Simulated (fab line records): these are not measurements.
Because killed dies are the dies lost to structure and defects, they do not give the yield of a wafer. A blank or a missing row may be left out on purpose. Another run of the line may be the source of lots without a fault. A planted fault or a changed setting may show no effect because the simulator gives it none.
Lot-split experiment -- flow n5_finfet -- 7 lots, 39 wafers read, on a route of 1938 steps

## ABOUT THE SPLIT
At N5_SD_EPI_P_ETCH_37 (etches SOC in N2/H2, overetch 108 nm, time 486 s), the setting source_w was moved away from the recipe's 3000 W on 15 of the 39 wafers read, by -18.2% to +12.0%. All remaining wafers had this setting at the recipe value.

The split's own step is where the reading is taken.

## THE READING
rf_vpp_V, in V, at N5_SD_EPI_P_ETCH_37 (etches SOC in N2/H2, overetch 108 nm, time 486 s). On this fab line, fault-free wafers typically give 240.9 V with a standard deviation of 1.4 V.

wafer,"tool, chamber at the split","source_w as run, W",against the recipe,"rf_vpp_V, V",against lot-mates on the recipe
L075.1,"rie_diel-03, 0",3000,recipe,240.8,-
L075.2,"rie_diel-03, 2",2461,-18.0%,258.5,+18.4
L075.3,"rie_diel-03, 3",2461,-18.0%,254.8,+14.7
L075.4,"rie_diel-03, 0",2461,-18.0%,258.4,+18.3
L075.5,"rie_diel-03, 3",3000,recipe,238.3,-
L075.6,"rie_diel-03, 2",3000,recipe,241.2,-
L081.1,"rie_diel-03, 0",2453,-18.2%,258.3,+17.6
L081.2,"rie_diel-03, 2",2453,-18.2%,258.6,+17.9
L081.3,"rie_diel-03, 3",2453,-18.2%,254.8,+14.1
L081.4,"rie_diel-03, 3",3000,recipe,238.0,-
L081.5,"rie_diel-03, 2",3000,recipe,242.4,-
L081.6,"rie_diel-03, 0",3000,recipe,241.8,-
L082.1,"rie_diel-04, 3",2689,-10.4%,250.0,+9.3
L082.2,"rie_diel-04, 0",3000,recipe,241.2,-
L082.3,"rie_diel-04, 2",3000,recipe,241.1,-
L082.4,"rie_diel-04, 1",3000,recipe,239.7,-
L082.5,"rie_diel-04, 0",2689,-10.4%,249.5,+8.8
L082.6,"rie_diel-04, 3",2689,-10.4%,249.4,+8.7
L088.2,"rie_diel-04, 1",3000,recipe,240.9,-
L088.4,"rie_diel-04, 0",3000,recipe,240.6,-
L088.6,"rie_diel-04, 3",3000,recipe,240.5,-
L091.1,"rie_diel-04, 3",3000,recipe,239.0,-
L091.2,"rie_diel-04, 2",3000,recipe,243.9,-
L091.3,"rie_diel-04, 0",3000,recipe,240.6,-
L091.4,"rie_diel-04, 1",3000,recipe,239.6,-
L091.5,"rie_diel-04, 1",3000,recipe,237.7,-
L091.6,"rie_diel-04, 2",3000,recipe,241.5,-
L093.1,"rie_diel-03, 0",2582,-13.9%,253.5,+12.4
L093.2,"rie_diel-03, 3",2582,-13.9%,255.5,+14.4
L093.3,"rie_diel-03, 1",2582,-13.9%,251.4,+10.3
L093.4,"rie_diel-03, 3",3000,recipe,242.5,-
L093.5,"rie_diel-03, 1",3000,recipe,239.2,-
L093.6,"rie_diel-03, 0",3000,recipe,241.7,-
L095.1,"rie_diel-05, 2",3000,recipe,241.7,-
L095.2,"rie_diel-05, 1",3360,+12.0%,234.0,-7.5
L095.3,"rie_diel-05, 0",3360,+12.0%,232.1,-9.4
L095.4,"rie_diel-05, 3",3000,recipe,240.4,-
L095.5,"rie_diel-05, 1",3000,recipe,242.3,-
L095.6,"rie_diel-05, 0",3360,+12.0%,230.0,-11.5

FIT RESULTS
A straight line over all 39 wafers: rf_vpp_V changes by -0.871 V for each +1% of source_w; r = -0.98; the points scatter about the line by 1.6 V.
The same after taking each lot's own level away (the mean of its wafers on the recipe; 39 wafers): -0.888 V for each +1%; r = -0.98; scatter 1.6 V.
According to that fit, moving source_w by its largest amount changes the reading by 16 V.
From 240.10 to 241.47 V: that is the span of the lots' own levels, equal to 1.0 times the standard deviation above.
The two slopes agree, so the slope changes little with the lot-to-lot level.
Check: with one of the wafers moved furthest among these (-18.2%) left out of the fit, the line predicts +16.2 V for it against its lot-mates. Against them it came out at +17.6 V.
Tool readings at the split's step, against how far the setting was moved: rf_vpp_V r = -0.98.

## OTHER SPLITS APPLIED TO THESE WAFERS
These wafers also went through other splits before the reading. Each is held against what the fit with the lots' levels taken away leaves over:
other split on the same wafers,wafers away from the commonest value,r with rf_vpp_V (lot level and that fit taken away)
N5_WELL_APT_IMPLANT_32 energy_kev,15,-0.01
N5_DUMMY_GATE_EXPOSE_12 dose_mj,15,+0.00
N5_DUMMY_GATE_ETCH_31 target_depth_a,6,+0.05
N5_DUMMY_GATE_ETCH_32 time_s,15,-0.03

## THE WHOLE CHAIN: every reading that the file lists as answering this split, in the file's order
step,what it does,reading,change (the file's fit),r (the file's)
N5_SD_EPI_P_ETCH_37,"etches SOC in N2/H2, overetch 108 nm, time 486 s",rf_vpp_V,-0.896 V for each +1% of the setting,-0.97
N5_SD_EPI_P_ETCH_37,"etches SOC in N2/H2, overetch 108 nm, time 486 s","SiARC_of_SD_EPI_P_COAT_35.thk_nm (the simulator's own value, which no gauge read)",-0.126 nm for each +1% of the setting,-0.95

## FILE'S OWN FIT
rf_vpp_V changes by -0.896 V for each +1% of source_w, r = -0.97.
